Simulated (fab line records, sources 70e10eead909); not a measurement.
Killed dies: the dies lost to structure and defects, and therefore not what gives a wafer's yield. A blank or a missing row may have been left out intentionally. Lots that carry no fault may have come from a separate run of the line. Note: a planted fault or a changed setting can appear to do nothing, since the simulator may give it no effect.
Comparing a struck lot with a sound one | flow nand_harc | 32 out of 1159 route steps
Sound: wafers L676.1, L676.5, L676.6. Wafers struck: L686.2, L686.4, L686.6. The cause is named last.
At each step with rows: each side's tool, then ch and its chambers, then its first start. Under that, the readings that differ: sound wafers | struck wafers | difference of the means | sigmas: that difference in standard deviations of wafers without a fault.
alike: readings whose means differ by less than 2 such deviations, and words and numbers that are the same on both sides. not compared: withheld readings, readings that some wafer has no value for, bounds like >300 that may hide the same value, and numbers for which the record gives no deviation and whose values overlap.
The two part at a step that has a row with sigmas, a row that says differs or no value, or rows on one side only. Numbers that have no deviation but don't overlap get no sigmas and don't part them. A reading missing from all wafers of one side parts the sides only when that side holds two or more wafers.

first, 8 steps without rows for these wafers: NHARC_P_M1_DEVELOP_08 (develop time 35 s); NHARC_P_M1_DESCUM_14 (chemistry O2, time 3 s); NHARC_P_M1_ETCH_35 (etches the open film in N2/H2, target depth 40 nm, overetch 12 nm, time 43.94 s); NHARC_P_M1_ETCH_15 (etches the open film in C4F8/Ar, target depth 182.5 nm, time 91.2 s); NHARC_P_M1_STRIP_18 (strips in N2/H2); NHARC_P_M1_ETCH_28 (etches the open film in CF4/N2, target depth 30 nm, time 72.99 s); NHARC_P_M1_STRIP_19 (strips in post etch residue remover, time 600 s); NHARC_P_M1_DEGAS_29 (time 60 s).
NHARC_P_M1_PRE_CLEAN_30: time 30 s.
  struck on pvd_sputter-01, day 9 05:51; sound on pvd_sputter-01, day 6 22:07
  alike: heater_power_w
then, 22 steps without rows for these wafers: NHARC_P_M1_PVD_20 (deposits TaN, target thk 5 nm, time 8.06 s); NHARC_P_M1_PVD_21 (deposits Cu, target thk 30 nm, time 20.49 s); NHARC_P_M1_ECD_22 (material Cu, target thk 400 nm); NHARC_P_M1_ANNEAL_31 (time 90 s); NHARC_P_M1_CMP_23 (polishes, t overpolish 20 s, target thk 157.82 nm); NHARC_P_M1_SRD_25; NHARC_P_M1_PRE_CLEAN_32 (time 12 s); NHARC_P_M1_DEP_33 (deposits SiCN, target thk 30 nm); NHARC_P_M2_DEP_00 (deposits SiOC, target thk 182.5 nm); NHARC_P_M2_DEHYDRATE_01 (time 120 s); NHARC_P_M2_HMDS_02 (time 30 s); NHARC_P_M2_COAT_34 (time 65 s); NHARC_P_M2_COAT_03 (resist thk 90 nm); NHARC_P_M2_SOFTBAKE_04 (time 55 s); NHARC_P_M2_EBR_05; NHARC_P_M2_EXPOSE_06 (exposes mask P M2, target cd 170 nm); NHARC_P_M2_PEB_07 (peb time 65 s); NHARC_P_M2_DEVELOP_08 (develop time 35 s); NHARC_P_M2_DESCUM_14 (chemistry O2, time 3 s); NHARC_P_M2_ETCH_35 (etches the open film in N2/H2, target depth 40 nm, overetch 12 nm, time 43.94 s); NHARC_P_M2_ETCH_15 (etches the open film in C4F8/Ar, target depth 182.5 nm, time 91.2 s); NHARC_P_M2_STRIP_18 (strips in N2/H2).
-- record jumps: 14 days between struck wafers' starts before vs after; left off in module P_M2, resumes in module END, first step shown is number 1159 of the route --
NHARC_END_SORT_01:
  the record has rows for the struck wafers here (prober-02 ch 0, day 22 20:13) and none for the sound ones

## WHERE THEY PART
Only at NHARC_END_SORT_01, as far as this record shows.

WHY: what had been put in by the simulator
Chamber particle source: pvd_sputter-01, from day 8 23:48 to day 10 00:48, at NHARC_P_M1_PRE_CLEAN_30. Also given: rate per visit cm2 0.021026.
